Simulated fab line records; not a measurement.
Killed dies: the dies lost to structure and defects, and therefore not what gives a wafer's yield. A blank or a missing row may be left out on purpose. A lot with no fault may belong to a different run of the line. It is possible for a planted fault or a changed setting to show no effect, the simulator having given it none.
Which tool did it? / flow nand harc / 33 wafers from 11 lots sampled at 2 of the route's 1159 steps

WHAT THE GAUGES SHOWED, per wafer
NHARC_P_CONTACT_CD_MEAS_12 targets a cd of 90 nm.
lot=L540; measured=day 5 14:16; on=cd sem-01; cd nm (nm)=90.1 89.3 89.7
lot=L542; measured=day 6 02:57; on=cd sem-02; cd nm (nm)=90.9 90.8 89.7
lot=L541; measured=day 6 00:45; on=cd sem-03; cd nm (nm)=90.7 90.4 90.9
lot=L544; measured=day 6 10:40; on=cd sem-03; cd nm (nm)=89.5 89.7 89.8
lot=L550; measured=day 8 10:11; on=cd sem-01; cd nm (nm)=83.8 83.4 83.1
lot=L554; measured=day 8 19:10; on=cd sem-01; cd nm (nm)=83.5 83.0 82.6
lot=L557; measured=day 9 20:46; on=cd sem-01; cd nm (nm)=90.0 89.6 90.7
lot=L560; measured=day 10 07:23; on=cd sem-01; cd nm (nm)=90.5 90.4 89.6
lot=L559; measured=day 10 07:47; on=cd sem-01; cd nm (nm)=90.5 89.9 90.5
lot=L562; measured=day 11 05:12; on=cd sem-01; cd nm (nm)=89.5 90.3 89.3
lot=L563; measured=day 11 11:05; on=cd sem-02; cd nm (nm)=89.4 89.6 90.4

EACH LOT AND THE TOOL THAT RAN IT (in order: tool; ch and the chambers of the sampled wafers; start)
lot=L540; NHARC_P_CONTACT_PEB_10=litho track-06 ch 0, day 5 14:11
lot=L542; NHARC_P_CONTACT_PEB_10=litho track-01 ch 0, day 6 02:52
lot=L541; NHARC_P_CONTACT_PEB_10=litho track-01 ch 0, day 6 00:40
lot=L544; NHARC_P_CONTACT_PEB_10=litho track-04 ch 0, day 6 10:35
lot=L550; NHARC_P_CONTACT_PEB_10=litho track-01 ch 0, day 8 10:06
lot=L554; NHARC_P_CONTACT_PEB_10=litho track-01 ch 0, day 8 19:05
lot=L557; NHARC_P_CONTACT_PEB_10=litho track-06 ch 0, day 9 20:41
lot=L560; NHARC_P_CONTACT_PEB_10=litho track-04 ch 0, day 10 07:17
lot=L559; NHARC_P_CONTACT_PEB_10=litho track-06 ch 0, day 10 07:43
lot=L562; NHARC_P_CONTACT_PEB_10=litho track-04 ch 0, day 11 05:07
lot=L563; NHARC_P_CONTACT_PEB_10=litho track-01 ch 0, day 11 11:01
- NHARC_P_CONTACT_PEB_10: peb time 65 s.

THE ANSWER, worked out from the rows above alone
Rule: usual is defined by the lots themselves. Put in order of their means at a reading, lots are off if they are a third of the lots or fewer, leave a main group of 4 or more, and stand apart from it by a gap of 3 or more times the standard deviation of the main group's means; of several such gaps the widest counts. Not used: any main group whose means are identical at the precision the tables above print for the reading. A lot without any number at a reading at which 4 lots or more have one is off too. The other lots that the step has rows for count as sound.
Off: L550, L554, at NHARC_P_CONTACT_CD_MEAS_12 (cd nm). Main group: mean 90.1 nm, sd 0.35.
If a tool, at a process step before that reading, ran all the lots that are off and no sound lot after the first of them, it fits. Gauges at NHARC_P_CONTACT_CD_MEAS_12: tried the same way as those tools. None of those tried fits.

WHAT THE SIMULATOR HAD INSERTED
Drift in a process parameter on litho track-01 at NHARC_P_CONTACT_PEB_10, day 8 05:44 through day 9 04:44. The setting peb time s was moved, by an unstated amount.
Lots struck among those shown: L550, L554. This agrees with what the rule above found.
